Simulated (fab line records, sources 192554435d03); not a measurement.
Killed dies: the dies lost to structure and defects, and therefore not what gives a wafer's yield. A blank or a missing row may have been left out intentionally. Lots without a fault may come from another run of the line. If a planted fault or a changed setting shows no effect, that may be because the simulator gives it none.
fab line records ; flow n5-finfet ; part 1 of 2: steps 1 to 3 of 6
record: lots: 21; wafers: 63; last-day: 21
route steps=1938 shown BEOL_M11@1539
lots untouched by any fault: they come from a run of this same line in which no faults occurred
start-h: the number of hours between the record's first day and the start of the first shown wafer of the lot ; wait-h: hours since the lot's step before ; " as in the row above ; L1.1+2: a single row standing in for several wafers ; - value missing, or start not given ; * or withheld: withheld ; < > ~ a bound
route shown NAME@n: NAME is a module with steps in the file, n the number in the route of the first one ; usual: mean/standard deviation of fault-free wafers ; same: alike in all rows ; chamber/n: place in a boat ; sites: per-site readings ; _std_site: the values' standard deviation ; _edge_site: inner sites' mean taken away from outer sites' mean ; radius-mm: how far each site lies from the wafer's centre ; mask NAME#n: copy n ; behind: the last tool/chamber to shape the wafer ; hold: what put the lot on hold/how long, in hours/how the hold closed ; device: the n, p or np transistor that did not switch ; end of line: tests of these same wafers at the route's end ; a step with no rows: only its recipe ; killed: count of dies lost to structure and defects at first sort (not the wafer's yield) ; map: shows each die of a wafer: x if killed, . if not, _ if none is there
set.NAME: the setting that was run; set.NAME@STEP: the one run at that earlier step ; model.NAME: the simulator's own value behind a step, which no gauge read
one table for each step of the route and one row for each wafer, over a sample of lots
services: when a tool's chamber went out of use (start-h, in hours from the record's first day, below 0 if earlier), for how many hours, and the reason
== steps ==
step: N5_BEOL_M11_PECVD_70
recipe: material: SiO2; target-thk-a: 200; temp-c: 400; precursor: TEOS/O2; pressure-torr: 5.5; rf-w: 450; teos-flow-sccm: 53.8; gas: O2; flow-sccm: 3000; time-s: 22.7
usual: heater-power-w: 720/78; rf-fwd-power-W: 444.2/1.9; showerhead-plenum-p-Torr: 8.77/0.054; throttle-valve-pct: 22.0/1.2
lot.wafer;tool;chamber;start-h;wait-h;heater-power-w;rf-fwd-power-W;showerhead-plenum-p-Torr;throttle-valve-pct
L074.1;pecvd-03;0;300.95;0.0;697;443.4;8.89;24.2
L074.4;pecvd-03;2;300.95;0.0;677;439.4;8.73;21.4
L074.6;pecvd-03;1;300.95;0.0;705;446.2;8.70;23.3
L077.2;pecvd-01;2;314.12;0.0;748;444.4;8.77;21.6
L077.3;pecvd-01;1;314.12;0.0;703;444.9;8.84;20.9
L077.5;pecvd-01;0;314.12;0.0;699;444.0;8.75;24.0
L075.2;pecvd-01;0;324.66;0.0;643;442.8;8.74;24.0
L075.3;pecvd-01;1;324.66;0.0;776;444.0;8.86;20.5
L075.4;pecvd-01;1;324.66;0.0;771;444.8;8.85;20.8
L076.2;pecvd-01;0;327.69;0.0;742;439.9;8.76;24.0
L076.4;pecvd-01;1;327.69;0.0;769;445.1;8.85;20.5
L076.6;pecvd-01;2;327.69;0.0;773;443.6;8.78;21.2
L078.2;pecvd-02;2;337.62;0.0;725;443.9;8.72;21.1
L078.4;pecvd-02;0;337.62;0.0;580;446.0;8.79;21.4
L078.5;pecvd-02;2;337.62;0.0;730;446.9;8.71;21.1
L080.2;pecvd-01;0;340.43;0.0;695;445.2;8.72;24.1
L080.4;pecvd-01;0;340.43;0.0;712;445.1;8.71;23.9
L080.5;pecvd-01;1;340.43;0.0;666;444.0;8.84;20.8
L082.3;pecvd-01;0;341.35;0.0;687;443.7;8.73;24.0
L082.4;pecvd-01;2;341.35;0.0;736;441.9;8.77;21.4
L082.6;pecvd-01;0;341.35;0.0;704;442.9;8.70;23.9
L079.4;pecvd-02;2;353.77;0.1;816;444.0;8.71;21.1
L079.5;pecvd-02;1;353.77;0.1;762;446.5;8.83;22.9
L079.6;pecvd-02;0;353.77;0.1;648;448.0;8.78;21.6
L086.2;pecvd-01;0;379.30;0.0;704;446.2;8.71;24.1
L086.3;pecvd-01;2;379.30;0.0;676;443.7;8.77;21.3
L086.4;pecvd-01;2;379.30;0.0;686;444.1;8.79;21.5
L081.3;pecvd-02;2;384.67;0.1;845;446.2;8.73;21.3
L081.5;pecvd-02;0;384.67;0.1;644;448.4;8.77;21.3
L081.6;pecvd-02;2;384.67;0.1;856;444.9;8.70;21.3
L083.2;pecvd-02;0;386.67;0.0;571;445.3;8.76;21.3
L083.3;pecvd-02;0;386.67;0.0;567;445.8;8.75;21.6
L083.6;pecvd-02;2;386.67;0.0;823;445.0;8.71;21.2
L090.3;pecvd-03;1;398.60;0.0;723;445.1;8.72;23.2
L090.4;pecvd-03;1;398.60;0.0;719;445.6;8.72;23.0
L090.6;pecvd-03;2;398.60;0.0;762;440.6;8.73;21.5
L089.1;pecvd-01;2;411.52;0.0;779;445.8;8.78;21.9
L089.2;pecvd-01;1;411.52;0.0;730;445.2;8.83;20.6
L089.4;pecvd-01;1;411.52;0.0;710;445.4;8.85;20.5
L088.2;pecvd-03;0;415.38;0.0;697;444.6;8.87;23.9
L088.5;pecvd-03;0;415.38;0.0;697;442.1;8.85;24.2
L088.6;pecvd-03;2;415.38;0.0;748;440.9;8.72;21.5
L091.3;pecvd-01;2;420.34;0.0;809;443.9;8.79;21.8
L091.4;pecvd-01;0;420.34;0.0;643;443.7;8.73;24.1
L091.5;pecvd-01;1;420.34;0.0;793;443.4;8.87;20.7
L092.2;pecvd-03;1;426.58;0.0;759;444.0;8.71;23.2
L092.3;pecvd-03;2;426.58;0.0;807;439.1;8.72;21.8
L092.5;pecvd-03;2;426.58;0.0;791;439.2;8.72;21.6
L096.1;pecvd-02;2;427.67;0.0;854;445.0;8.72;21.3
L096.2;pecvd-02;1;427.67;0.0;779;444.1;8.82;21.4
L096.5;pecvd-02;2;427.67;0.0;852;445.3;8.71;21.1
L094.2;pecvd-02;1;427.78;0.0;765;443.9;8.81;21.4
L094.3;pecvd-02;0;427.78;0.0;644;445.3;8.76;21.5
L094.4;pecvd-02;2;427.78;0.0;816;445.6;8.70;21.3
L093.2;pecvd-01;1;446.82;0.0;654;443.7;8.82;20.7
L093.3;pecvd-01;2;446.82;0.0;665;443.5;8.76;21.5
L093.6;pecvd-01;2;446.82;0.0;674;443.7;8.78;21.8
L095.1;pecvd-03;0;447.70;0.0;705;441.6;8.85;23.9
L095.2;pecvd-03;2;447.70;0.0;673;439.5;8.73;21.7
L095.6;pecvd-03;1;447.70;0.0;792;446.8;8.71;23.0
L097.4;pecvd-02;1;454.82;0.1;714;446.2;8.81;21.2
L097.5;pecvd-02;2;454.82;0.1;820;445.3;8.71;21.3
L097.6;pecvd-02;0;454.82;0.1;624;444.9;8.76;21.5
step: N5_BEOL_M11_STRIP_19
recipe: chemistry: O2; power-w: 400; temp-c: 40; pressure-mtorr: 30; rf-frequency-hz: 6e+07; bias-power-w: 0; overash-fraction: 0.2; o2-flow-sccm: 225
usual: drypump-motor-current-A: 5.6/0.43; oes-product-au: 0.79/0.094; rf-vpp-V: 3.6/0.6; showerhead-plenum-p-Torr: 2.10/0.088; throttle-valve-pct: 16.65/0.23
lot.wafer;tool;chamber;start-h;wait-h;drypump-motor-current-A;oes-product-au;rf-hours-counter-h;rf-vpp-V;showerhead-plenum-p-Torr;throttle-valve-pct
L074.1;rie-diel-06;1;304.29;0.1;5.5;0.77;118;3.3;2.20;16.51
L074.4;rie-diel-06;3;304.29;0.1;6.0;0.90;-;3.7;2.13;16.53
L074.6;rie-diel-06;0;304.29;0.1;5.8;0.77;-;3.5;2.06;16.76
L077.2;rie-diel-05;1;317.78;0.2;5.6;0.69;242;3.9;2.12;16.76
L077.3;rie-diel-05;3;317.78;0.2;5.7;0.69;202;3.3;1.98;16.60
L077.5;rie-diel-05;0;317.78;0.2;5.0;0.70;-;3.9;2.00;16.91
L075.2;rie-diel-02;0;325.57;0.1;4.8;0.92;20;3.1;2.24;16.87
L075.3;rie-diel-02;1;325.57;0.1;6.4;0.78;122;3.6;2.22;16.74
L075.4;rie-diel-02;0;325.57;0.1;4.8;0.93;-;3.6;2.24;16.84
L076.2;rie-diel-02;3;329.75;0.1;5.7;0.80;122;3.7;2.01;16.91
L076.4;rie-diel-02;1;329.75;0.1;6.4;0.78;123;4.5;2.22;16.77
L076.6;rie-diel-02;3;329.75;0.1;5.7;0.80;-;3.2;2.01;16.89
L078.2;rie-diel-02;3;339.36;0.2;5.7;0.80;125;4.1;2.01;16.91
L078.4;rie-diel-02;0;339.36;0.2;4.8;0.91;24;3.6;2.24;16.87
L078.5;rie-diel-02;3;339.36;0.2;5.7;0.80;-;3.7;2.01;16.91
L080.2;rie-diel-05;0;341.93;0.1;5.0;0.69;217;3.6;1.99;16.94
L080.4;rie-diel-05;3;341.93;0.1;5.7;0.69;209;4.5;1.98;16.61
L080.5;rie-diel-05;1;341.93;0.1;5.5;0.68;-;3.9;2.12;16.79
L082.3;rie-diel-06;0;344.95;0.3;5.8;0.75;173;2.7;2.06;16.78
L082.4;rie-diel-06;3;344.95;0.3;6.1;0.88;52;3.4;2.12;16.53
L082.6;rie-diel-06;1;344.95;0.3;5.6;0.75;-;4.2;2.19;16.50
L079.4;rie-diel-06;0;355.09;0.1;5.8;0.76;-;3.2;2.06;16.80
L079.5;rie-diel-06;2;355.09;0.1;5.5;0.94;-;3.3;2.05;16.12
L079.6;rie-diel-06;3;355.09;0.1;6.0;0.86;-;4.0;2.12;16.56
L086.2;rie-diel-05;0;382.26;0.1;5.0;0.68;230;4.4;1.99;16.93
L086.3;rie-diel-05;2;382.26;0.1;6.1;0.72;187;2.3;2.17;16.63
L086.4;rie-diel-05;2;382.26;0.1;6.1;0.73;-;3.9;2.17;16.64
L081.3;rie-diel-06;0;386.30;0.1;5.8;0.73;187;3.5;2.05;16.82
L081.5;rie-diel-06;3;386.30;0.1;6.1;0.85;-;3.6;2.12;16.58
L081.6;rie-diel-06;0;386.30;0.1;5.8;0.73;-;3.7;2.05;16.82
L083.2;rie-diel-02;3;390.10;0.1;5.7;0.78;140;3.6;2.00;16.95
L083.3;rie-diel-02;0;390.10;0.1;4.8;0.88;40;4.2;2.23;16.89
L083.6;rie-diel-02;2;390.10;0.1;5.0;0.91;-;3.2;2.15;16.43
L090.3;rie-diel-02;3;401.23;0.1;5.7;0.77;142;4.1;2.00;16.93
L090.4;rie-diel-02;1;401.23;0.1;6.4;0.76;144;4.9;2.21;16.79
L090.6;rie-diel-02;3;401.23;0.1;5.7;0.78;-;3.6;2.00;16.95
L089.1;rie-diel-06;3;412.61;0.2;6.1;0.84;72;4.7;2.11;16.61
L089.2;rie-diel-06;2;412.61;0.2;5.5;0.91;27;3.2;2.04;16.13
L089.4;rie-diel-06;2;412.61;0.2;5.5;0.91;-;2.2;2.04;16.16
L088.2;rie-diel-05;3;419.03;0.2;5.7;0.67;236;3.9;1.97;16.67
L088.5;rie-diel-05;0;419.03;0.2;5.0;0.68;-;3.0;1.99;16.95
L088.6;rie-diel-05;3;419.03;0.2;5.7;0.67;-;3.1;1.97;16.67
L091.3;rie-diel-05;0;424.41;0.1;5.0;0.67;244;2.7;1.99;16.97
L091.4;rie-diel-05;3;424.41;0.1;5.7;0.67;237;3.6;1.97;16.65
L091.5;rie-diel-05;2;424.41;0.1;6.1;0.71;-;4.3;2.17;16.67
L092.2;rie-diel-06;2;429.52;0.1;5.5;0.90;32;3.4;2.04;16.16
L092.3;rie-diel-06;0;429.52;0.1;5.8;0.72;194;3.4;2.05;16.82
L092.5;rie-diel-06;3;429.52;0.1;6.0;0.84;-;3.0;2.11;16.61
L096.1;rie-diel-05;0;429.63;0.1;5.0;0.67;246;4.0;1.99;16.99
L096.2;rie-diel-05;3;429.63;0.1;5.7;0.67;239;3.2;1.97;16.68
L096.5;rie-diel-05;2;429.63;0.1;6.1;0.71;-;3.0;2.17;16.66
L094.2;rie-diel-05;1;429.77;0.1;5.6;0.91;15;4.6;2.11;16.33
L094.3;rie-diel-05;3;429.77;0.1;5.7;0.66;239;4.9;1.97;16.66
L094.4;rie-diel-05;0;429.77;0.1;5.0;0.66;246;3.2;1.99;16.99
L093.2;rie-diel-06;2;449.55;0.2;5.5;0.90;34;3.7;2.04;16.15
L093.3;rie-diel-06;0;449.55;0.2;5.8;0.72;201;3.3;2.05;16.83
L093.6;rie-diel-06;0;449.55;0.2;5.8;0.73;-;3.8;2.05;16.84
L095.1;rie-diel-05;3;449.58;0.1;5.7;0.66;245;3.5;1.97;16.67
L095.2;rie-diel-05;1;449.58;0.1;5.6;0.90;20;3.8;2.11;16.36
L095.6;rie-diel-05;3;449.58;0.1;5.7;0.66;-;3.9;1.97;16.67
L097.4;rie-diel-05;3;457.49;0.1;5.7;0.66;-;3.2;1.96;16.66
L097.5;rie-diel-05;2;457.49;0.1;6.1;0.69;-;3.6;2.16;16.68
L097.6;rie-diel-05;1;457.49;0.1;5.6;0.88;-;3.9;2.11;16.36
step: N5_BEOL_M11_ETCH_66
recipe: chemistry: N2/H2; target: SOC; target-depth-a: 1200; overetch-a: 240; mask-material: SiARC; temp-c: 40; time-s: 180; ion-energy-ev: 200; pressure-mtorr: 30; source-w: 840; bias-w: 150; n2-flow-sccm: 200; h2-flow-sccm: 200
usual: bias-w: 150.0/0.41; drypump-motor-current-A: 5.6/0.46; oes-product-au: 0.64/0.069; rf-fwd-power-W: 836.6/2.6; rf-vpp-V: 524.3/3; showerhead-plenum-p-Torr: 2.55/0.096; throttle-valve-pct: 17.9/0.33
lot.wafer;tool;chamber;start-h;wait-h;bias-w;drypump-motor-current-A;oes-product-au;rf-fwd-power-W;rf-hours-counter-h;rf-vpp-V;showerhead-plenum-p-Torr;throttle-valve-pct
L074.1;rie-diel-05;0;305.47;0.0;150.3;5.0;0.57;839.8;207;519.9;2.41;17.9
L074.4;rie-diel-05;2;305.47;0.0;150.5;6.1;0.61;834.6;161;525.0;2.67;18.0
L074.6;rie-diel-05;0;305.47;0.0;150.3;5.0;0.57;839.0;-;521.7;2.41;18.0
L077.2;rie-diel-05;0;321.85;0.0;150.6;5.0;0.57;839.8;211;522.2;2.40;17.9
L077.3;rie-diel-05;1;321.85;0.0;149.4;5.6;0.56;838.2;243;526.2;2.62;18.1
L077.5;rie-diel-05;0;321.85;0.0;149.9;5.0;0.57;833.9;-;519.3;2.40;18.0
L075.2;rie-diel-06;2;328.01;0.0;150.7;5.5;0.80;838.5;0;524.1;2.49;17.3
L075.3;rie-diel-06;1;328.01;0.0;149.4;5.5;0.63;832.5;127;526.7;2.64;17.4
L075.4;rie-diel-06;3;328.01;0.0;150.2;6.1;0.71;836.4;46;524.9;2.58;17.7
L076.2;rie-diel-02;1;330.41;0.0;150.0;6.4;0.63;834.6;123;526.7;2.66;17.7
L076.4;rie-diel-02;0;330.41;0.0;149.6;4.8;0.74;834.0;22;528.2;2.69;17.9
L076.6;rie-diel-02;1;330.41;0.0;149.8;6.4;0.63;836.3;-;527.4;2.66;17.7
L078.2;rie-diel-05;0;339.89;0.0;150.2;5.0;0.57;836.0;216;518.9;2.40;18.0
L078.4;rie-diel-05;3;339.89;0.0;150.6;5.7;0.58;838.7;208;519.6;2.42;17.8
L078.5;rie-diel-05;0;339.89;0.0;150.9;5.0;0.57;837.7;-;519.9;2.40;18.0
L080.2;rie-diel-06;2;343.50;0.0;150.0;5.6;0.77;837.8;7;523.3;2.48;17.3
L080.4;rie-diel-06;3;343.50;0.0;149.3;6.1;0.70;840.0;51;525.3;2.58;17.7
L080.5;rie-diel-06;3;343.50;0.0;150.1;6.1;0.70;836.7;-;525.1;2.58;17.7
L082.3;rie-diel-06;1;346.12;0.0;150.2;5.6;0.63;841.1;134;525.7;2.64;17.5
L082.4;rie-diel-06;2;346.12;0.0;149.8;5.6;0.76;837.0;8;522.3;2.48;17.3
L082.6;rie-diel-06;3;346.12;0.0;150.4;6.1;0.71;833.4;-;523.8;2.58;17.7
L079.4;rie-diel-02;0;357.24;0.0;149.8;4.8;0.73;836.9;30;529.2;2.68;18.0
L079.5;rie-diel-02;0;357.24;0.0;149.8;4.8;0.72;835.2;-;529.9;2.68;18.0
L079.6;rie-diel-02;3;357.24;0.0;149.6;5.7;0.64;834.9;-;522.5;2.48;18.5
L086.2;rie-diel-05;3;383.65;0.0;150.5;5.7;0.57;836.8;223;519.9;2.41;17.9
L086.3;rie-diel-05;0;383.65;0.0;150.0;5.0;0.56;834.8;230;519.9;2.40;18.0
L086.4;rie-diel-05;3;383.65;0.0;150.0;5.7;0.56;837.5;-;519.5;2.41;17.9
L081.3;rie-diel-02;3;388.59;0.0;150.6;5.7;0.63;834.9;139;520.2;2.48;18.6
L081.5;rie-diel-02;3;388.59;0.0;150.3;5.7;0.63;837.5;-;521.7;2.47;18.6
L081.6;rie-diel-02;2;388.59;0.0;149.6;5.0;0.72;837.0;-;525.4;2.60;17.6
L083.2;rie-diel-05;3;391.79;0.0;150.9;5.8;0.57;843.0;226;519.3;2.41;17.9
L083.3;rie-diel-05;0;391.79;0.0;150.2;5.0;0.55;831.0;233;520.7;2.39;18.0
L083.6;rie-diel-05;3;391.79;0.0;149.9;5.7;0.57;839.0;-;521.1;2.41;17.9
L090.3;rie-diel-05;2;402.95;0.0;149.7;6.1;0.59;835.9;194;526.9;2.66;18.1
L090.4;rie-diel-05;1;402.95;0.0;150.0;5.6;0.76;837.8;6;525.9;2.62;17.7
L090.6;rie-diel-05;1;402.95;0.0;150.0;5.6;0.76;838.0;-;525.9;2.62;17.7
L089.1;rie-diel-02;3;414.07;0.0;150.0;5.7;0.63;835.8;146;521.4;2.47;18.6
L089.2;rie-diel-02;1;414.07;0.0;150.0;6.4;0.62;839.5;148;527.0;2.65;17.7
L089.4;rie-diel-02;0;414.07;0.0;149.9;4.8;0.70;835.3;46;527.6;2.68;18.0
L088.2;rie-diel-02;1;422.99;0.0;149.1;6.4;0.62;832.0;150;527.8;2.64;17.7
L088.5;rie-diel-02;1;422.99;0.0;150.1;6.4;0.62;833.5;-;527.0;2.64;17.7
L088.6;rie-diel-02;2;422.99;0.0;150.8;5.0;0.71;836.5;-;523.9;2.59;17.6
L091.3;rie-diel-06;0;424.94;0.0;150.3;5.8;0.58;839.6;193;523.3;2.54;18.2
L091.4;rie-diel-06;3;424.94;0.0;150.2;6.1;0.68;835.4;76;524.6;2.57;17.8
L091.5;rie-diel-06;3;424.94;0.0;150.4;6.1;0.68;840.4;-;524.7;2.57;17.8
L096.1;rie-diel-05;2;432.40;0.0;150.0;6.1;0.58;834.4;202;526.7;2.66;18.1
L096.2;rie-diel-05;3;432.40;0.0;149.9;5.8;0.56;834.4;240;520.0;2.41;17.9
L096.5;rie-diel-05;0;432.40;0.0;150.6;5.0;0.55;836.5;-;520.4;2.39;18.0
L092.2;rie-diel-06;1;432.89;0.0;150.0;5.5;0.61;837.7;158;526.4;2.63;17.5
L092.3;rie-diel-06;3;432.89;0.0;150.2;6.1;0.68;838.4;79;524.7;2.57;17.8
L092.5;rie-diel-06;1;432.89;0.0;150.2;5.5;0.60;840.8;-;526.0;2.63;17.5
L094.2;rie-diel-02;1;433.26;0.0;150.8;6.4;0.61;838.0;154;527.0;2.64;17.7
L094.3;rie-diel-02;2;433.26;0.0;150.1;5.0;0.71;838.2;31;525.3;2.59;17.6
L094.4;rie-diel-02;3;433.26;0.0;150.1;5.7;0.62;838.2;152;521.3;2.47;18.6
L093.2;rie-diel-05;1;451.33;0.0;151.3;5.6;0.72;834.7;22;526.1;2.61;17.8
L093.3;rie-diel-05;3;451.33;0.0;150.1;5.7;0.56;839.6;246;520.0;2.40;17.9
L093.6;rie-diel-05;3;451.33;0.0;150.4;5.8;0.56;836.7;-;519.7;2.40;17.9
L095.1;rie-diel-06;3;452.30;0.0;150.3;6.1;0.67;834.7;86;524.3;2.56;17.8
L095.2;rie-diel-06;2;452.30;0.0;150.0;5.6;0.72;838.9;35;522.0;2.47;17.3
L095.6;rie-diel-06;1;452.30;0.0;150.2;5.5;0.60;843.2;-;528.6;2.62;17.5
L097.4;rie-diel-06;1;460.23;0.0;150.2;5.5;0.60;835.2;169;527.4;2.62;17.5
L097.5;rie-diel-06;2;460.23;0.0;150.3;5.5;0.71;840.0;-;523.1;2.47;17.3
L097.6;rie-diel-06;3;460.23;0.0;149.8;6.0;0.67;834.7;-;525.3;2.56;17.8
